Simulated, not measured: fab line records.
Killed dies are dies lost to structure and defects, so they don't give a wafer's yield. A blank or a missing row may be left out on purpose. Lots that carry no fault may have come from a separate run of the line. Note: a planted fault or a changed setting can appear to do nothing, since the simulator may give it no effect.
fab line records	flow n5-finfet
record: lots: 7	wafers: 39
route steps=1938 shown HKMG_FIN@438 GATE_CUT@477 MOL_CONTACT_COAG@551
start-h: start of the lot's first displayed wafer, in hours after the record's first day	wait-h: hours since the lot's step before	" same as the row above	L1.1+2: a row that stands for several wafers	- either no value or no given start	* or withheld: withheld	< > ~ a bound
route shown NAME@n: a module of which the file shows steps, and the number in the route of the first	usual: mean/standard deviation of fault-free wafers	same: alike in all rows	chamber/n: place in a boat	sites: each site's reading	_std_site: standard deviation across them	_edge_site: outer sites' mean less inner sites'	radius-mm: how far each site lies from the wafer's centre	mask NAME#n: copy n	behind: the most recent tool/chamber to have shaped the wafer	hold: why the lot was held/for how many hours/how that ended	device: the n, p or np transistor that did not switch	end of line: the same wafers' tests at the end of the route	for a step that has no rows: nothing shown but its recipe	killed: at the first sort, the dies lost to defects and structure; wafer yield is something else	map: dies across one wafer; x = killed, . = not, _ = none there
set.NAME: the setting the step ran with; set.NAME@STEP: the setting that earlier step ran with	model.NAME: the simulator's own value behind a step, which no gauge read
lots where settings were altered on purpose, with a table for each step and a row for each wafer
== steps ==
step: N5_HKMG_FIN_ETCH_35
recipe: chemistry: N2/H2	target: SOC	target-depth-a: 2158	ion-energy-ev: 65	bias-w: 5	source-w: 3000	time-s: 243.4	pressure-mtorr: 30	n2-flow-sccm: 200	h2-flow-sccm: 200
lot.wafer	tool	chamber	start-h	wait-h	set.target-depth-a	model.etch.depth-nm	model.HKMG_FIN.feature-depth-nm	model.SOC_of_HKMG_FIN_COAT_29.thk-nm
L074.1	rie-diel-01	0	78.68	0.0	2158	217	217	84.8
L074.2	"	2	"	"	2158	222.3	222.4	78.4
L074.3	"	3	"	"	2158	214.4	214.4	87.4
L074.4	"	3	"	"	2158	214.9	214.8	86
L074.5	"	0	"	"	2158	216.5	216.4	85
L074.6	"	2	"	"	2158	222.9	222.8	77.8
L079.1	rie-diel-04	3	105.55	0.0	2158	213.3	213.2	85.4
L079.2	"	1	"	"	2158	213.2	213.2	85.4
L079.4	"	1	"	"	2158	211.9	212	85.8
L080.1	rie-diel-01	2	110.62	0.0	2433	244	244	54.6
L080.2	"	1	"	"	2158	211.8	211.8	87.2
L080.3	"	0	"	"	2433	241.8	241.8	57.8
L080.4	"	2	"	"	2158	215.7	215.6	83.8
L080.5	"	0	"	"	2433	242.3	242.4	56.8
L080.6	"	1	"	"	2158	213.8	213.8	85.2
L087.1	rie-diel-01	2	154.31	0.0	2158	220.2	220.2	80.2
L087.2	"	1	"	"	2158	212.4	212.4	88
L087.3	"	0	"	"	2320	235.7	235.6	65.4
L087.4	"	3	"	"	2320	235.1	235.2	65
L087.5	"	2	"	"	2158	218.7	218.6	81.2
L087.6	"	3	"	"	2320	235.6	235.6	65
L090.1	rie-diel-02	1	171.64	0.0	2158	215.9	215.8	85.8
L090.2	"	3	"	"	2158	216.3	216.2	84.8
L090.3	"	0	"	"	2158	216.5	216.6	84.8
L090.4	"	2	"	"	2158	197.4	197.4	104.6
L090.5	"	3	"	"	2158	215.5	215.6	86.2
L090.6	"	0	"	"	2158	216.6	216.6	85.8
L092.1	rie-diel-01	2	182.42	0.0	1925	195.6	195.6	102.8
L092.2	"	1	"	"	2158	211.2	211.2	87
L092.3	"	3	"	"	1925	193.2	193.2	105
L092.4	"	0	"	"	1925	192.8	192.8	105
L092.5	"	0	"	"	2158	216.8	216.8	81.8
L092.6	"	3	"	"	2158	217.5	217.4	80.4
L094.1	rie-diel-01	0	195.55	0.0	2158	218.3	218.4	83.4
L094.2	"	3	"	"	2158	217.5	217.4	82.4
L094.3	"	1	"	"	1883	184.9	185	116.2
L094.4	"	2	"	"	2158	216.4	216.4	84.2
L094.5	"	0	"	"	1883	188	188	113.8
L094.6	"	1	"	"	1883	184.4	184.4	115.6
step: N5_GATE_CUT_HM_DEP_46
recipe: material: SiO2	target-thk-a: 1300	temp-c: 400	precursor: TEOS/O2	pressure-torr: 6.5	rf-w: 900	teos-flow-sccm: 161.4	gas: O2	flow-sccm: 2650	time-s: 26.6
lot.wafer	tool	chamber	start-h	wait-h	set.target-thk-a	model.SiO2_of_GATE_CUT_HM_DEP_46.thk-nm
L074.1	pecvd-01	1	86.44	0.0	1445	143.2
L074.2	"	0	"	"	1445	142.6
L074.3	"	2	"	"	1300	128.4
L074.4	"	2	"	"	1445	144
L074.5	"	1	"	"	1300	131.4
L074.6	"	0	"	"	1300	130.4
L079.1	pecvd-04	2	112.87	0.0	1300	127
L079.2	"	1	"	"	1300	128.8
L079.4	"	1	"	"	1300	130.8
L080.1	pecvd-02	0	118.60	0.0	1383	139.4
L080.2	"	1	"	"	1300	130
L080.3	"	1	"	"	1300	133
L080.4	"	0	"	"	1383	143.6
L080.5	"	1	"	"	1383	139.6
L080.6	"	0	"	"	1300	134.8
L087.1	pecvd-04	1	161.65	0.0	1383	138.2
L087.2	"	0	"	"	1300	130.6
L087.3	"	2	"	"	1383	136
L087.4	"	2	"	"	1300	127.6
L087.5	"	0	"	"	1300	132.6
L087.6	"	1	"	"	1383	139.2
L090.1	pecvd-01	1	179.30	0.0	1300	129.6
L090.2	"	0	"	"	1408	138.2
L090.3	"	2	"	"	1408	141.2
L090.4	"	1	"	"	1300	132
L090.5	"	0	"	"	1408	142.2
L090.6	"	2	"	"	1300	132.8
L092.1	pecvd-02	2	190.64	0.0	1347	135
L092.2	"	1	"	"	1347	135.4
L092.3	"	0	"	"	1347	136.6
L092.4	"	1	"	"	1300	133.2
L092.5	"	0	"	"	1300	134
L092.6	"	2	"	"	1300	132.2
L094.1	pecvd-01	2	203.29	0.0	1300	128.6
L094.2	"	1	"	"	1449	145.6
L094.3	"	0	"	"	1300	130.2
L094.4	"	0	"	"	1449	147.2
L094.5	"	2	"	"	1449	145.2
L094.6	"	1	"	"	1300	131
step: N5_GATE_CUT_ETCH_36
recipe: chemistry: CF4	target: SiARC	target-depth-a: 130	mask-material: CAR-EUV	time-s: 21.7	ion-energy-ev: 80	pressure-mtorr: 40	source-w: 545	bias-w: 36	Ar_flow_sccm: 100	cf4-flow-sccm: 100	ends: cleared
lot.wafer	tool	chamber	start-h	wait-h	set.cf4-flow-sccm
L074.1+2+3+4+5+6	rie-diel-05	3,2,1,3,1,2	87.08	0.0	100
L079.1+2+4	rie-diel-05	1,2,1	113.38	0.0	100
L080.1+2+3+4+5+6	rie-diel-03	2,3,1,2,1,3	119.19	0.0	100
L087.1+4+6	rie-diel-06	0,1,3	162.29	0.0	100
L087.2+3+5	"	3,2,2	"	"	107.7
L090.1+3+5	rie-diel-06	1,2,3	180.06	0.0	100
L090.2+4+6	"	3,0,0	"	"	115.4
L092.1+2+4	rie-diel-03	3,0,2	191.16	0.0	100
L092.3+5+6	"	1,3,2	"	"	117.7
L094.1+3+5	rie-diel-06	0,1,0	203.81	0.0	100
L094.2+4+6	"	3,3,1	"	"	118.1
step: N5_GATE_CUT_ETCH_37
recipe: chemistry: N2/H2	target: SOC	target-depth-a: 600	overetch-a: 120	mask-material: SiARC	temp-c: 40	time-s: 90	ion-energy-ev: 200	pressure-mtorr: 30	source-w: 840	bias-w: 150	n2-flow-sccm: 200	h2-flow-sccm: 200
step: N5_GATE_CUT_STRIP_38
recipe: chemistry: N2/H2	temp-c: 40	n2-flow-sccm: 200	h2-flow-sccm: 200	rf-frequency-hz: 6e+07
step: N5_GATE_CUT_STRIP_39
recipe: chemistry: N2/H2	temp-c: 40	n2-flow-sccm: 200	h2-flow-sccm: 200	rf-frequency-hz: 6e+07
step: N5_GATE_CUT_HM_OPEN_40
recipe: chemistry: C4F6/O2	target: SiO2	mask-material: SiARC	target-depth-a: 1390	time-s: 85.1	ion-energy-ev: 250	pressure-mtorr: 30	source-w: 345	bias-w: 185	Ar_flow_sccm: 300	C4F6_flow_sccm: 10	O2_flow_sccm: 10	ends: cleared
lot.wafer	tool	chamber	start-h	wait-h	set.target-thk-a@GATE_CUT_HM_DEP_46	model.etch.depth-nm
L074.1	rie-diel-05	3	87.19	0.0	1445	143.1
L074.2	"	2	"	"	1445	142.6
L074.3	"	1	"	"	1300	128.4
L074.4	"	3	"	"	1445	144
L074.5	"	1	"	"	1300	131.5
L074.6	"	2	"	"	1300	130.5
L079.1	rie-diel-05	1	113.49	0.0	1300	127.1
L079.2	"	2	"	"	1300	128.8
L079.4	"	1	"	"	1300	130.9
L080.1	rie-diel-03	2	119.30	0.0	1383	139.4
L080.2	"	3	"	"	1300	129.9
L080.3	"	1	"	"	1300	132.9
L080.4	"	2	"	"	1383	143.6
L080.5	"	1	"	"	1383	139.5
L080.6	"	3	"	"	1300	134.7
L087.1	rie-diel-06	0	162.40	0.0	1383	138.2
L087.2	"	3	"	"	1300	130.6
L087.3	"	2	"	"	1383	135.9
L087.4	"	1	"	"	1300	127.5
L087.5	"	2	"	"	1300	132.6
L087.6	"	3	"	"	1383	139.1
L090.1	rie-diel-06	1	180.17	0.0	1300	129.5
L090.2	"	3	"	"	1408	138.1
L090.3	"	2	"	"	1408	141.2
L090.4	"	0	"	"	1300	132
L090.5	"	3	"	"	1408	142.3
L090.6	"	0	"	"	1300	132.8
L092.1	rie-diel-03	3	191.27	0.0	1347	134.9
L092.2	"	0	"	"	1347	135.5
L092.3	"	1	"	"	1347	136.5
L092.4	"	2	"	"	1300	133.2
L092.5	"	3	"	"	1300	134
L092.6	"	2	"	"	1300	132.3
L094.1	rie-diel-06	0	203.92	0.0	1300	128.6
L094.2	"	3	"	"	1449	145.5
L094.3	"	1	"	"	1300	130.2
L094.4	"	3	"	"	1449	147.3
L094.5	"	0	"	"	1449	145.1
L094.6	"	1	"	"	1300	131.1
step: N5_GATE_CUT_STRIP_41
recipe: chemistry: CF4	resist: SiARC	power-w: 300	bias-power-w: 75	pressure-mtorr: 50	cf4-flow-sccm: 150	rf-frequency-hz: 6e+07
step: N5_GATE_CUT_STRIP_42
recipe: chemistry: O2	power-w: 400	temp-c: 40	pressure-mtorr: 30	rf-frequency-hz: 6e+07	bias-power-w: 0	overash-fraction: 0.3	o2-flow-sccm: 225
step: N5_GATE_CUT_ALD_22
recipe: material: SiNx	target-thk-a: 160	temp-c: 400	ald-precursor-family: SiH2I2	ald-co-reactant: N2/H2-plasma	pulse-time-s: 1	ald-cycles: 320	purge-time-s: 2	co-reactant-purge-time-s: 2	pressure-torr: 2
step: N5_GATE_CUT_CMP_23
recipe: stop-on: SiO2	t-overpolish-s: 23.4	post-cmp-clean: alkaline-brush	down-force-psi: 2.5	platen-rpm: 51.8	pad-velocity-m-s: 1.0307	target-thk-nm: 16
step: N5_GATE_CUT_THK_MEAS_24
recipe: reads: SiO2_of_GATE_CUT_HM_DEP_46+SiO2_flowable_of_ILD0_FCVD_FILL_01
usual: GC_FILL_THK: 220.5/2.6
lot.wafer	tool	chamber	start-h	wait-h	set.target-thk-a@GATE_CUT_HM_DEP_46	GC_FILL_THK[nm]
L074.1	film-metro-01	-	89.98	-	1445	234.4
L074.2	"	-	"	"	1445	229.5
L074.3	"	-	"	"	1300	217.1
L074.4	"	-	"	"	1445	234.4
L074.5	"	-	"	"	1300	221.1
L074.6	"	-	"	"	1300	221.6
L079.1	film-metro-02	-	116.52	-	1300	218.0
L079.2	"	-	"	"	1300	218.1
L079.4	"	-	"	"	1300	217.8
L080.1	film-metro-01	-	121.80	-	1383	228.4
L080.2	"	-	"	"	1300	220.3
L080.3	"	-	"	"	1300	222.1
L080.4	"	-	"	"	1383	233.5
L080.5	"	-	"	"	1383	229.2
L080.6	"	-	"	"	1300	223.4
L087.1	film-metro-02	-	164.88	-	1383	226.2
L087.2	"	-	"	"	1300	220.8
L087.3	"	-	"	"	1383	227.8
L087.4	"	-	"	"	1300	219.3
L087.5	"	-	"	"	1300	221.5
L087.6	"	-	"	"	1383	231.5
L090.1	film-metro-02	-	182.67	-	1300	218.2
L090.2	"	-	"	"	1408	227.5
L090.3	"	-	"	"	1408	231.1
L090.4	"	-	"	"	1300	221.7
L090.5	"	-	"	"	1408	230.9
L090.6	"	-	"	"	1300	222.6
L092.1	film-metro-02	-	193.73	-	1347	224.9
L092.2	"	-	"	"	1347	226.0
L092.3	"	-	"	"	1347	227.3
L092.4	"	-	"	"	1300	224.2
L092.5	"	-	"	"	1300	225.7
L092.6	"	-	"	"	1300	222.5
L094.1	film-metro-02	-	206.37	-	1300	219.5
L094.2	"	-	"	"	1449	236.5
L094.3	"	-	"	"	1300	221.2
L094.4	"	-	"	"	1449	238.1
L094.5	"	-	"	"	1449	235.7
L094.6	"	-	"	"	1300	221.8
step: N5_GATE_CUT_CMP_43
recipe: material: SiO2	post-cmp-clean: rinse-only
lot.wafer	tool	chamber	start-h	wait-h	set.target-thk-a@GATE_CUT_HM_DEP_46	model.SiO2_of_GATE_CUT_HM_DEP_46.thk-nm
L074.1+4+2	cmp-02	1,3,0	90.01	0.0	1445	5.6
L074.3+6+5	"	2,1,2	"	"	1300	5
L079.2+4	cmp-03	3,0	116.54	0.0	1300	5
L079.1	"	2	"	"	1300	4.8
L080.2	cmp-03	3	121.84	0.0	1300	5
L080.4	"	0	"	"	1383	5.6
L080.3+6	"	1,3	"	"	1300	5.2
L080.1+5	"	2,0	"	"	1383	5.4
L087.3	cmp-03	2	164.91	0.0	1383	5.2
L087.1+6	"	3	"	"	1383	5.4
L087.4	"	0	"	"	1300	4.8
L087.2	"	1	"	"	1300	5
L087.5	"	2	"	"	1300	5.2
L090.3+5	cmp-02	2,3	182.70	0.0	1408	5.6
L090.4+1	"	3,0	"	"	1300	5
L090.2	"	1	"	"	1408	5.4
L090.6	"	2	"	"	1300	5.2
L092.4+6+5	cmp-04	1,1,2	193.76	0.0	1300	5.2
L092.1+2	"	2,0	"	"	1347	5.2
L092.3	"	3	"	"	1347	5.4
L094.2+4+5	cmp-03	2,0,2	206.40	0.0	1449	5.8
L094.3+1+6	"	3,1,3	"	"	1300	5
step: N5_MOL_CONTACT_COAG_SPUTTER_130
recipe: material: Co	target-thk-a: 475	temp-c: 25	chamber-pressure-pa: 0.5	power-w: 3000
lot.wafer	tool	chamber	start-h	wait-h	set.target-thk-a	model.Co_of_MOL_CONTACT_COAG_SPUTTER_130.thk-nm
L074.1+4+5	pvd-sputter-03	-	95.73	0.0	475	47
L074.2	"	-	"	"	475	47.6
L074.3+6	"	-	"	"	475	46.8
L079.1	pvd-sputter-01	-	126.53	0.0	475	47.2
L079.2	"	-	"	"	475	46.6
L079.4	"	-	"	"	475	47.4
L080.1	pvd-sputter-02	-	130.17	0.0	475	47.4
L080.2	"	-	"	"	475	47.6
L080.3	"	-	"	"	475	47.8
L080.4	"	-	"	"	438.8	43.8
L080.5	"	-	"	"	438.8	44.2
L080.6	"	-	"	"	438.8	44
L087.1+2+6	pvd-sputter-02	-	171.79	0.0	475	47.4
L087.3	"	-	"	"	475	47.6
L087.4	"	-	"	"	475	46.6
L087.5	"	-	"	"	475	47.8
L090.1+3	pvd-sputter-03	-	190.31	0.0	475	46.8
L090.2	"	-	"	"	419.5	42.2
L090.4	"	-	"	"	475	46.6
L090.5	"	-	"	"	419.5	42
L090.6	"	-	"	"	419.5	41.4
L092.1	pvd-sputter-03	-	200.13	0.0	541.1	54.6
L092.2	"	-	"	"	541.1	53.2
L092.3+4+5	"	-	"	"	475	47
L092.6	"	-	"	"	541.1	54
L094.1+2	pvd-sputter-01	-	215.27	0.0	475	47.2
L094.3	"	-	"	"	475	46.8
L094.4+6	"	-	"	"	475	47.6
L094.5	"	-	"	"	475	47.4
step: N5_MOL_CONTACT_COAG_ETCHBACK_136
recipe: chemistry: CHF3	target: SiO2	target-depth-a: 250	time-s: 16.7	ion-energy-ev: 200	pressure-mtorr: 30	source-w: 610	bias-w: 170	Ar_flow_sccm: 200	CHF3_flow_sccm: 50
lot.wafer	tool	chamber	start-h	wait-h	set.target-depth-a
L074.1+4+6	rie-diel-04	0,3,1	102.52	0.0	274.7
L074.2+3+5	"	1,3,0	"	"	250
L079.1+2+4	rie-diel-04	2,0,1	132.37	0.0	250
L080.1+2+5	rie-diel-02	0,2,0	136.51	0.0	285.5
L080.3+4+6	"	1,3,3	"	"	250
L087.1+2+3+4+5+6	rie-diel-02	0,1,2,3,2,3	177.60	0.0	250
L090.1+3+6	rie-diel-01	3,1,3	196.23	0.0	250
L090.2+4+5	"	0,2,0	"	"	276.8
L092.1+2+3+4+5+6	rie-diel-02	3,2,0,1,3,2	206.01	0.0	250
L094.1+2+5	rie-diel-02	3,0,1	221.55	0.0	262.3
L094.3+4+6	"	2,1,2	"	"	250
step: N5_MOL_CONTACT_COAG_STRIP_120
recipe: chemistry: CHF3	resist: SiARC	rf-frequency-hz: 6e+07
step: N5_MOL_CONTACT_COAG_VIA_ETCH_117
recipe: chemistry: C4F6/O2	target-depth-a: 400	overetch-a: 80	mask-material: SOC	target: SiO2	bias-w: 455	pressure-mtorr: 10	time-s: 26	source-w: 325	Ar_flow_sccm: 300	C4F6_flow_sccm: 10	O2_flow_sccm: 10	ion-energy-ev: 575.3	ends: end-point
lot.wafer	tool	chamber	start-h	wait-h	set.target-depth-a@MOL_CONTACT_COAG_ETCHBACK_136	model.etch.depth-nm	model.MOL_CONTACT_COAG.feature-depth-nm
L074.1	rie-diel-04	0	102.55	0.0	274.7	36.75	36.8
L074.2	"	1	"	"	250	40.12	40.2
L074.3	"	3	"	"	250	40.35	40.4
L074.4	"	3	"	"	274.7	37.99	38
L074.5	"	0	"	"	250	39.12	39.2
L074.6	"	1	"	"	274.7	37.59	37.6
L079.1	rie-diel-04	2	132.40	0.0	250	39.9	39.8
L079.2	"	0	"	"	250	39.66	39.6
L079.4	"	1	"	"	250	40.08	40
L080.1	rie-diel-02	0	136.54	0.0	285.5	35.85	35.8
L080.2	"	2	"	"	285.5	37.95	38
L080.3	"	1	"	"	250	39.5	39.6
L080.4	"	3	"	"	250	40.21	40.2
L080.5	"	0	"	"	285.5	35.71	35.8
L080.6	"	3	"	"	250	39.99	40
L087.1	rie-diel-02	0	177.64	0.0	250	40.06	40
L087.2	"	1	"	"	250	39.8	39.8
L087.3	"	2	"	"	250	41.62	41.6
L087.4	"	3	"	"	250	40.15	40.2
L087.5	"	2	"	"	250	41.46	41.4
L087.6	"	3	"	"	250	40.23	40.2
L090.1	rie-diel-01	3	196.27	0.0	250	39.44	39.4
L090.2	"	0	"	"	276.8	37.01	37
L090.3	"	1	"	"	250	39.72	39.8
L090.4	"	2	"	"	276.8	37.18	37.2
L090.5	"	0	"	"	276.8	36.88	36.8
L090.6	"	3	"	"	250	39.48	39.4
L092.1	rie-diel-02	3	206.04	0.0	250	39.77	39.8
L092.2	"	2	"	"	250	40.94	41
L092.3	"	0	"	"	250	39.75	39.8
L092.4	"	1	"	"	250	39.72	39.8
L092.5	"	3	"	"	250	39.83	39.8
L092.6	"	2	"	"	250	41.24	41.2
L094.1	rie-diel-02	3	221.59	0.0	262.3	38.41	38.4
L094.2	"	0	"	"	262.3	38.22	38.2
L094.3	"	2	"	"	250	41.2	41.2
L094.4	"	1	"	"	250	39.67	39.6
L094.5	"	1	"	"	262.3	38.4	38.4
L094.6	"	2	"	"	250	41.12	41.2
== key ==
split: step: N5_HKMG_FIN_ETCH_35	setting: target-depth-a	stated: 2158	by: wafer
response: step: N5_HKMG_FIN_ETCH_35	reading: model.etch.depth-nm	change: +2.29	per: 1%	r: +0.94
response: step: N5_HKMG_FIN_ETCH_35	reading: model.HKMG_FIN.feature-depth-nm	change: +2.29	per: 1%	r: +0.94
response: step: N5_HKMG_FIN_ETCH_35	reading: model.SOC_of_HKMG_FIN_COAT_29.thk-nm	change: -2.29	per: 1%	r: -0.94
split: step: N5_GATE_CUT_HM_DEP_46	setting: target-thk-a	stated: 1300	by: wafer
response: step: N5_GATE_CUT_HM_DEP_46	reading: model.SiO2_of_GATE_CUT_HM_DEP_46.thk-nm	change: +1.23	per: 1%	r: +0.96
response: step: N5_GATE_CUT_HM_OPEN_40	reading: model.etch.depth-nm	change: +1.23	per: 1%	r: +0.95
response: step: N5_GATE_CUT_THK_MEAS_24	reading: GC_FILL_THK	change: +1.22	per: 1%	r: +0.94
response: step: N5_GATE_CUT_CMP_43	reading: model.SiO2_of_GATE_CUT_HM_DEP_46.thk-nm	change: +0.0578	per: 1%	r: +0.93
split: step: N5_GATE_CUT_ETCH_36	setting: cf4-flow-sccm	stated: 100	by: wafer
response none clear
split: step: N5_MOL_CONTACT_COAG_SPUTTER_130	setting: target-thk-a	stated: 475	by: wafer
response: step: N5_MOL_CONTACT_COAG_SPUTTER_130	reading: model.Co_of_MOL_CONTACT_COAG_SPUTTER_130.thk-nm	change: +0.466	per: 1%	r: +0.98
split: step: N5_MOL_CONTACT_COAG_ETCHBACK_136	setting: target-depth-a	stated: 250	by: wafer
response: step: N5_MOL_CONTACT_COAG_VIA_ETCH_117	reading: model.etch.depth-nm	change: -0.252	per: 1%	r: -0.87
response: step: N5_MOL_CONTACT_COAG_VIA_ETCH_117	reading: model.MOL_CONTACT_COAG.feature-depth-nm	change: -0.254	per: 1%	r: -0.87
